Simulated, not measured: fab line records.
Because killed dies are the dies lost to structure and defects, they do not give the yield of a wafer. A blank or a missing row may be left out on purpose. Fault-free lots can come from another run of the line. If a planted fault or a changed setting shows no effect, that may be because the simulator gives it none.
Matching of chambers ; flow nand_harc ; rie_diel-13 running NHARC_A_STAIRCASE_TRIM_187: 4 sister chambers
The step chemistry O2, time 211.2 s. 8 wafers are shown with their chamber, then 9 later ones without.

== WAFERS WITH THEIR CHAMBER ==
wafer;chamber;drypump_motor_current_A (A);showerhead_plenum_p_Torr (Torr)
L081.3;0;5.1;3.50
L081.4;1;6.6;3.32
L086.1;0;5.1;3.49
L086.4;2;6.0;3.78
L086.5;3;5.8;3.56
L087.1;1;6.7;3.31
L087.2;2;6.0;3.78
L087.3;3;5.8;3.56

== WAFERS WHOSE CHAMBER IS MISSING ==
wafer;drypump_motor_current_A (A);showerhead_plenum_p_Torr (Torr)
L092.1;5.8;3.55
L092.2;6.7;3.30
L092.5;6.7;3.30
L095.1;6.0;3.77
L095.3;5.1;3.48
L095.4;5.9;3.55
L096.1;6.6;3.30
L096.4;6.6;3.30
L096.6;5.1;3.48

== CHAMBER TAKEN BY EACH ==
wafer;from the rows above;in truth
L092.1;3;3
L092.2;1;1
L092.5;1;1
L095.1;2;2
L095.3;0;0
L095.4;3;3
L096.1;1;1
L096.4;1;1
L096.6;0;0
9 of 9 placed correctly. From these rows, 0 cannot be placed. Number placed wrongly: 0.
How it was worked out, from the rows above alone: a wafer's distance from a chamber is the root of the sum, over the readings, of the square of ((its reading less the chamber's mean) divided by the reading's scatter). The wafer belongs to the nearest chamber; if the next one is less than 2 further off, it can't be placed. A chamber's mean is the mean of its shown wafers. The scatter: take each reading less its chamber's mean, square it, sum over the shown wafers, divide by the number of wafers less the number of chambers, and take the root.
